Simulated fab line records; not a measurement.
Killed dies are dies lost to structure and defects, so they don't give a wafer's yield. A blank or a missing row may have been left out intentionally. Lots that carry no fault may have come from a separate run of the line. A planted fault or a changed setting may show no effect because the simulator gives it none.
Matching of chambers || flow n5-finfet || 4 sister chambers for N5_BEOL_M0_SAQP_ETCH_73 on rie-diel-05
The step etches SiARC in CF4, target depth 19.5 nm, time 32.5 s. 8 wafers are shown with their chamber, then 9 later ones without.

== WAFERS PAIRED WITH THEIR CHAMBERS ==
{"wafer": "L077.1", "chamber": 3, "drypump-motor-current-A (A)": 5.1, "showerhead-plenum-p-Torr (Torr)": 2.03}
{"wafer": "L083.1", "chamber": 3, "drypump-motor-current-A (A)": 5.1, "showerhead-plenum-p-Torr (Torr)": 2.02}
{"wafer": "L083.4", "chamber": 1, "drypump-motor-current-A (A)": 5.4, "showerhead-plenum-p-Torr (Torr)": 2.05}
{"wafer": "L086.1", "chamber": 0, "drypump-motor-current-A (A)": 6.8, "showerhead-plenum-p-Torr (Torr)": 2.25}
{"wafer": "L086.5", "chamber": 2, "drypump-motor-current-A (A)": 5.0, "showerhead-plenum-p-Torr (Torr)": 2.10}
{"wafer": "L092.2", "chamber": 2, "drypump-motor-current-A (A)": 5.1, "showerhead-plenum-p-Torr (Torr)": 2.09}
{"wafer": "L092.4", "chamber": 1, "drypump-motor-current-A (A)": 5.4, "showerhead-plenum-p-Torr (Torr)": 2.04}
{"wafer": "L092.5", "chamber": 0, "drypump-motor-current-A (A)": 6.8, "showerhead-plenum-p-Torr (Torr)": 2.25}

== WAFERS MISSING THEIR CHAMBER ==
{"wafer": "L094.2", "drypump-motor-current-A (A)": 5.0, "showerhead-plenum-p-Torr (Torr)": 2.09}
{"wafer": "L094.3", "drypump-motor-current-A (A)": 5.4, "showerhead-plenum-p-Torr (Torr)": 2.04}
{"wafer": "L094.5", "drypump-motor-current-A (A)": 5.4, "showerhead-plenum-p-Torr (Torr)": 2.04}
{"wafer": "L095.1", "drypump-motor-current-A (A)": 6.8, "showerhead-plenum-p-Torr (Torr)": 2.24}
{"wafer": "L095.4", "drypump-motor-current-A (A)": 5.1, "showerhead-plenum-p-Torr (Torr)": 2.27}
{"wafer": "L095.6", "drypump-motor-current-A (A)": 5.4, "showerhead-plenum-p-Torr (Torr)": 2.04}
{"wafer": "L091.3", "drypump-motor-current-A (A)": 5.4, "showerhead-plenum-p-Torr (Torr)": 2.04}
{"wafer": "L091.4", "drypump-motor-current-A (A)": 5.0, "showerhead-plenum-p-Torr (Torr)": 2.09}
{"wafer": "L091.5", "drypump-motor-current-A (A)": 5.1, "showerhead-plenum-p-Torr (Torr)": 2.27}

== EACH ONE'S CHAMBER ==
{"wafer": "L094.2", "from the rows above": 2, "in truth": 2}
{"wafer": "L094.3", "from the rows above": 1, "in truth": 1}
{"wafer": "L094.5", "from the rows above": 1, "in truth": 1}
{"wafer": "L095.1", "from the rows above": 0, "in truth": 0}
{"wafer": "L095.4", "from the rows above": 2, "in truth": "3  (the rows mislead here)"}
{"wafer": "L095.6", "from the rows above": 1, "in truth": 1}
{"wafer": "L091.3", "from the rows above": 1, "in truth": 1}
{"wafer": "L091.4", "from the rows above": 2, "in truth": 2}
{"wafer": "L091.5", "from the rows above": 2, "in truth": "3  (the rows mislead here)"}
Placed correctly: 7 of 9. From these rows, 0 cannot be placed. 2 placed wrongly.
How it was worked out, from the rows above alone: a wafer's distance from a chamber is the root of the sum, over the readings, of the square of ((its reading less the chamber's mean) divided by the reading's scatter). If the next closest chamber is less than 2 further off than the closest, the wafer can't be placed; otherwise it belongs to the closest. The mean given for a chamber averages the wafers shown for that chamber. How the scatter is found: for the shown wafers, subtract from each reading the mean of its chamber, square and add these, divide the total by (wafers less chambers), then take the root.
